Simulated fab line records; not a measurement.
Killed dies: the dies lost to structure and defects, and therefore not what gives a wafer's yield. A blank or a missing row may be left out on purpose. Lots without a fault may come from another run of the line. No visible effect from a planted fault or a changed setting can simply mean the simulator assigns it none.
Problem report, 8D (eight disciplines) form, completed by code -- flow nand-harc -- the parts of the form that need people (team, actions taken, sign-off) are left out

## 1. PROBLEM STATEMENT
run-length-s at NHARC_THIN_TSV_ETCH_59 reads a mean of 147.6 s on 4 wafers of 2 lots; wafers without a fault read 159.6 s with a standard deviation of 0.63. Relative to the usual mean, that is a shift of -19 standard deviations.
The step: etches the open film in Cl2/BCl3, target depth 880 nm, time 138.1 s.
The first sign was on wafer L204.1 at day 20 16:20, on rie-metal-02. Wafers with a number at this step in the record: 42, from 14 lots. By rule, "out" or "out of limits" means more than 4 standard deviations away from the usual mean. The rest of the wafers with a number are treated as sound.

## 2. WHAT IT IS; WHAT IT IS NOT
question,is,is not
which readings at this step,run-length-s,"drypump-motor-current-A, oes-product-au, throttle-valve-pct"
which lots,"L204, L206","L197, L198, L199, L201, L207, L214, L215, L216, L217, L218, L219, L220"
which wafers of those lots,"L204.1, L204.6, L206.1, L206.2","L204.3, L206.3"
read on which tools,rie-metal-02,"rie-metal-01, rie-metal-03"
when,from day 20 16:20,"up to then (13 sound wafers); but 25 sound wafers of L206, L207, L214, L215, L216, L217, L218, L219, L220 came after"

## 3. WHAT RULES OUT EACH SUSPECT
Counting: a tool at a process step up to the reading stays a suspect if it ran every lot that is out. Sound lots after the first of them don't rule it out here, since some wafers of a struck lot are sound.
- rie-metal-02 at NHARC_THIN_TSV_ETCH_59 (etches the open film in Cl2/BCl3, target depth 880 nm, time 138.1 s): kept. Ran every lot that is out, first one L204 (day 20 16:20); last sound lot up to then L201 (day 19 19:37). Its own run-length-s readings are out on those wafers.
After counting, what remains is rie-metal-02 at NHARC_THIN_TSV_ETCH_59.

## 4. THE CAUSE (what the simulator had put in)
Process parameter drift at NHARC_THIN_TSV_ETCH_59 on rie-metal-02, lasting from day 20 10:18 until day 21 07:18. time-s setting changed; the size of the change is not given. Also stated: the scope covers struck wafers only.
Only this tool survived the counting.

## 5. SEQUENCE OF EFFECTS, ordered by route
Each row: a reading where the mean over the struck wafers with a number is more than 3 standard deviations away from the usual. Readings are gone through only where the record gives a usual standard deviation; hours: the median, over the lots, of the time from a lot's start at the first step in this table giving one to that lot's start at this step; sigmas: the change measured in usual standard deviations.
hours,step,reading,usual,on struck wafers,change,sigmas
0,NHARC_THIN_TSV_ETCH_59,run-length-s,159.6 s,147.6,-12.0,-19
Its process steps:
- NHARC_THIN_TSV_ETCH_59: etches the open film in Cl2/BCl3, target depth 880 nm, time 138.1 s.

## 6. HOW IT WOULD HAVE BEEN CAUGHT EARLIER
In this record the first reading out of limits was taken at day 20 16:20, 6 hours after the fault began at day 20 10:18.
